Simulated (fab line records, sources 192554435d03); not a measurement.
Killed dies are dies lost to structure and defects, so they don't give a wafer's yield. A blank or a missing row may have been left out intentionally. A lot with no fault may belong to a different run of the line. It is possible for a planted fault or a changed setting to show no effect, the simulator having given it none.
A single fault, viewed from 3 desks / flow n5 finfet / every desk sees just its own numbers, and what lay behind them comes last

THE DEFECT DESK
Inspection counts along the route, by lot: the mean over sampled wafers that carry a number. A lot is out of limits, marked OUT, if its mean lies more than 4 standard deviations from the usual mean; the brackets give that distance.
Columns: A = raw defect count at N5_DUMMY_GATE_INSPECT_27, usual 310
lot=L332; first seen here=day 3 11:22; A=356
lot=L340; first seen here=day 5 10:56; A=295
lot=L341; first seen here=day 5 16:34; A=357
lot=L343; first seen here=day 6 07:12; A=328
lot=L344; first seen here=day 6 13:14; A=274
lot=L346; first seen here=day 6 23:59; A=218
lot=L347; first seen here=day 7 05:37; A=269
lot=L348; first seen here=day 7 10:36; A=314
lot=L350; first seen here=day 8 02:13; A=249
Finding of this desk: none of the 9 lots has anything out of limits.

FOR THE TOOL OWNER'S DESK: rie si-04
The tool's own readings at N5_DUMMY_GATE_ETCH_44 (etches poly-Si in HBr/O2, stops on SiO2, target depth 127.5 nm): means of the sampled wafers that have a number, for each lot that ran on this tool. A lot is out of limits, marked OUT, if its mean lies more than 4 standard deviations from the usual mean; the brackets give that distance.
Columns: A = HBr_flow_sccm at N5_DUMMY_GATE_ETCH_44, usual 120.0 sccm; B = O2_flow_sccm at N5_DUMMY_GATE_ETCH_44, usual 10.00 sccm; C = bias w at N5_DUMMY_GATE_ETCH_44, usual 20.01 W; D = drypump motor current A at N5_DUMMY_GATE_ETCH_44, usual 5.8 A; E = oes product au at N5_DUMMY_GATE_ETCH_44, usual 0.726 a.u.; F = throttle valve pct at N5_DUMMY_GATE_ETCH_44, usual 18.58 %
lot=L332; first seen here=day 3 10:58; A=120.4; B=10.02; C=20.04; D=5.6; E=0.712; F=18.79
lot=L343; first seen here=day 6 06:38; A=119.9; B=9.99; C=19.97; D=5.9; E=0.735; F=18.61
lot=L346; first seen here=day 6 23:26; A=119.9; B=9.99; C=19.99; D=5.6; E=0.721; F=18.78
lot=L347; first seen here=day 7 05:13; A=120.0; B=9.97; C=20.00; D=6.3; E=0.723; F=18.56
lot=L348; first seen here=day 7 10:12; A=120.0; B=10.02; C=19.97; D=6.1; E=0.729; F=18.41
Finding of this desk: none of the 5 lots has anything out of limits.

METROLOGY DESK
Lot by lot, what the gauges showed, no matter which tool ran the lot: averages of those sampled wafers that carry a number. A lot is out of limits, marked OUT, if its mean lies more than 4 standard deviations from the usual mean; the brackets give that distance. Shown here are 7 of its 12 readings, the ones lying furthest out on some lot.
Columns: A = cd nm at N5_DUMMY_GATE_CD_MEAS_24, usual 14.94 nm; B = DIBL_N at N5_BEOL_M4_RC_MEAS_101, usual 36.2 mV/V; C = IOFF_N at N5_BEOL_M4_RC_MEAS_101, usual 0.155 nA/um; D = IOFF_P at N5_BEOL_M4_RC_MEAS_101, usual 0.210 nA/um; E = ION_P at N5_BEOL_M4_RC_MEAS_101, usual 465 uA/um; F = VT_N at N5_BEOL_M4_RC_MEAS_101, usual 249.9 mV; G = VT_P at N5_BEOL_M4_RC_MEAS_101, usual -250 mV
lot=L332; first seen here=day 3 10:04; A=15.00; B=35.7; C=0.157; D=0.230; E=473; F=247.1; G=-247
lot=L340; first seen here=day 5 09:39; A=13.88; B=-; C=-; D=-; E=-; F=-; G=-
lot=L341; first seen here=day 5 15:17; A=13.95; B=-; C=-; D=-; E=-; F=-; G=-
lot=L343; first seen here=day 6 05:19; A=15.15; B=37.4; C=0.164; D=0.218; E=468; F=249.5; G=-247
lot=L344; first seen here=day 6 11:58; A=14.97; B=35.3; C=0.159; D=0.226; E=468; F=249.6; G=-248
lot=L346; first seen here=day 6 22:19; A=14.93; B=35.4; C=0.143; D=0.177; E=452; F=253.3; G=-255
lot=L347; first seen here=day 7 04:20; A=15.09; B=37.9; C=0.158; D=0.174; E=457; F=250.3; G=-255
lot=L348; first seen here=day 7 09:19; A=14.81; B=36.1; C=0.147; D=0.210; E=464; F=251.1; G=-249
lot=L350; first seen here=day 8 00:55; A=15.23; B=35.2; C=0.132; D=0.171; E=457; F=250.9; G=-253
Finding of this desk: none of the 9 lots has anything out of limits.

TAKEN TOGETHER
Nothing the defect desk looked at was out of limits.
The tool owner's desk saw nothing out of limits.
Nothing out of limits was seen by the metrology desk.

WHAT HAD BEEN PUT IN BY THE SIMULATOR
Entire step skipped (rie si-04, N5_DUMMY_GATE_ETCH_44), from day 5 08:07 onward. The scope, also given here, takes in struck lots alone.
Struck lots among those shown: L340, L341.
